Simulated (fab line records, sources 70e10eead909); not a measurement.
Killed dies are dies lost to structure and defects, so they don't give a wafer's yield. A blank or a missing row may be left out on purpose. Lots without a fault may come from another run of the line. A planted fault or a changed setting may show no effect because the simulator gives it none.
A struck lot beside a sound one | flow nand_harc | 15 steps out of a route of 1159
Sound: wafers L164.2, L164.3, L164.4. Struck: wafer L179.6. (L179.1, L179.3 of the same lot were not struck and are left out.) The cause comes at the end.
At each step with rows: each side's tool, then ch and its chambers, then its first start. Under that, the readings that differ: sound wafers | struck wafers | difference of the means | sigmas: that difference in standard deviations of wafers without a fault.
alike: readings whose means differ by less than 2 such deviations, and words and numbers that are the same on both sides. not compared: withheld readings, readings that some wafer has no value for, bounds like >300 that may hide the same value, and numbers for which the record gives no deviation and whose values overlap.
The two part at a step that has a row with sigmas, a row that says differs or no value, or rows on one side only. Numbers that don't overlap but have no deviation are shown without sigmas and don't part them. A reading that every wafer of one side lacks parts them only if that side has two wafers or more.

first, 4 steps without rows for these wafers: NHARC_A_M1_EBR_05; NHARC_A_M1_EXPOSE_06 (exposes mask A M1, target cd 120 nm); NHARC_A_M1_PEB_07 (peb time 65 s); NHARC_A_M1_DEVELOP_08 (develop time 35 s).
NHARC_A_M1_CD_MEAS_09: target cd 120 nm.
  sound on cd_sem-03 ch 0, day 23 11:57; struck on cd_sem-03 ch 0, day 25 08:34
  reading    | sound             | struck | difference | sigmas
  cd_nm (nm) | 120.6 121.8 121.1 | 119.1  | -2.1       | -4
NHARC_A_M1_OVL_MEAS_10: pitch 240 nm.
  sound on overlay-01, day 23 12:02; struck on overlay-01, day 25 08:39
  alike: overlay_x_nm, overlay_y_nm
NHARC_A_M1_INSPECT_11:
  sound on defect_inspect-01, day 23 12:05; struck on defect_inspect-02, day 25 08:41
  alike: raw_defect_count
NHARC_A_M1_DESCUM_14: chemistry O2, time 3 s.
  sound on rie_diel-13 ch 1,2,3, day 23 12:08; struck on rie_diel-10 ch 3, day 25 08:45
  alike: drypump_motor_current_A, oes_product_au, rf_vpp_V, showerhead_plenum_p_Torr, throttle_valve_pct
  not compared: rf_hours_counter_h
NHARC_A_M1_ETCH_35: etches the open film in N2/H2, target depth 40 nm, overetch 12 nm, time 43.94 s.
  sound on rie_diel-13 ch 1,2,3, day 23 12:14; struck on rie_diel-10 ch 0, day 25 08:50
  alike: drypump_motor_current_A, h2_flow_sccm, oes_product_au, rf_vpp_V, run_length_s, showerhead_plenum_p_Torr, throttle_valve_pct
  not compared: rf_hours_counter_h
NHARC_A_M1_ETCH_15: etches the open film in C4F8/Ar, target depth 182.5 nm, time 91.2 s.
  sound on rie_diel-13 ch 1,2,3; struck on rie_diel-10 ch 1
  alike: oes_product_au, rf_vpp_V, run_length_s
  not compared: rf_hours_counter_h
NHARC_A_M1_CD_MEAS_16:
  sound on cd_sem-03, day 23 12:27; struck on cd_sem-02, day 25 09:03
  reading    | sound             | struck | difference | sigmas
  cd_nm (nm) | 120.6 121.7 121.2 | 119.2  | -2.0       | -3
NHARC_A_M1_STRIP_18: strips in N2/H2.
  sound on rie_diel-02 ch 0,2,3, day 23 12:32; struck on rie_diel-10 ch 1, day 25 09:10
  alike: drypump_motor_current_A, h2_flow_sccm, oes_product_au, rf_vpp_V, showerhead_plenum_p_Torr, throttle_valve_pct
  not compared: rf_hours_counter_h
NHARC_A_M1_ETCH_28: etches the open film in CF4/N2, target depth 30 nm, time 72.99 s.
  sound on rie_diel-02 ch 0,2,3, day 23 12:50; struck on rie_diel-10 ch 3, day 25 09:22
  reading          | sound          | struck | difference | sigmas
  run_length_s (s) | 94.3 94.2 95.1 | 77.0   | -17.5      | -44
  alike: drypump_motor_current_A, oes_product_au, rf_vpp_V, showerhead_plenum_p_Torr, throttle_valve_pct
  not compared: rf_hours_counter_h
then, 2 steps without rows for these wafers: NHARC_A_M1_STRIP_19 (strips in post etch residue remover, time 600 s); NHARC_END_SORT_01.

WHERE THEY PART
First at NHARC_A_M1_CD_MEAS_09; last, within this record, at NHARC_A_M1_ETCH_28.

WHY: what the simulator had put in
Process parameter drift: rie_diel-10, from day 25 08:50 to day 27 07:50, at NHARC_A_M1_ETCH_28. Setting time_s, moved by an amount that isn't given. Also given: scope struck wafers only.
